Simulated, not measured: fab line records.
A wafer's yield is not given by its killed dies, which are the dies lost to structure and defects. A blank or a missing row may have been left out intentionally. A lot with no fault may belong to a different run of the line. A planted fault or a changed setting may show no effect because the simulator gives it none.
One fault seen from 2 desks | flow n5 finfet | every desk sees just its own numbers, and what lay behind them comes last

== FROM THE METROLOGY DESK ==
Means of the sampled wafers that have a number, per lot and without regard to the tool the lot ran on: this is what the gauges read. Any lot whose mean is over 4 standard deviations away from the usual mean is out of limits and marked OUT; that distance is given in the brackets.
Columns: A = cd nm at N5_ZERO_LAYER_CD_MEAS_11, usual 2000.1 nm
lot  | first seen here | A
L856 | day 2 12:38     | 1998.8
L864 | day 4 12:46     | 2001.1
L868 | day 5 12:40     | 1998.2
L873 | day 6 18:38     | 2000.6
L875 | day 7 06:46     | 2002.1
This desk's finding: nothing out of limits on any of the 5 lots.

== TOOL OWNER'S DESK, rie si-05 ==
The tool's own readings at N5_ZERO_LAYER_ETCH_18 (etches Si in HBr/Cl2, target depth 120 nm, time 40 s): means of the sampled wafers that have a number, for each lot that ran on this tool. Any lot whose mean is over 4 standard deviations away from the usual mean is out of limits and marked OUT; that distance is given in the brackets.
Columns: A = HBr_flow_sccm at N5_ZERO_LAYER_ETCH_18, usual 150.0 sccm; B = drypump motor current A at N5_ZERO_LAYER_ETCH_18, usual 5.7 A; C = oes product au at N5_ZERO_LAYER_ETCH_18, usual 1.006 a.u.; D = throttle valve pct at N5_ZERO_LAYER_ETCH_18, usual 36.2 %
lot  | first seen here | A     | B   | C     | D
L864 | day 4 12:58     | 149.8 | 5.9 | 0.999 | 36.2
L868 | day 5 13:06     | 149.7 | 6.2 | 1.014 | 35.9
L873 | day 6 19:18     | 150.0 | 5.9 | 1.003 | 36.0
This desk's finding: nothing out of limits on any of the 3 lots.

== PUT TOGETHER ==
From the metrology desk's view, nothing was out of limits.
The desk of the tool owner found nothing out of limits.

== WHAT THE SIMULATOR HAD INSERTED ==
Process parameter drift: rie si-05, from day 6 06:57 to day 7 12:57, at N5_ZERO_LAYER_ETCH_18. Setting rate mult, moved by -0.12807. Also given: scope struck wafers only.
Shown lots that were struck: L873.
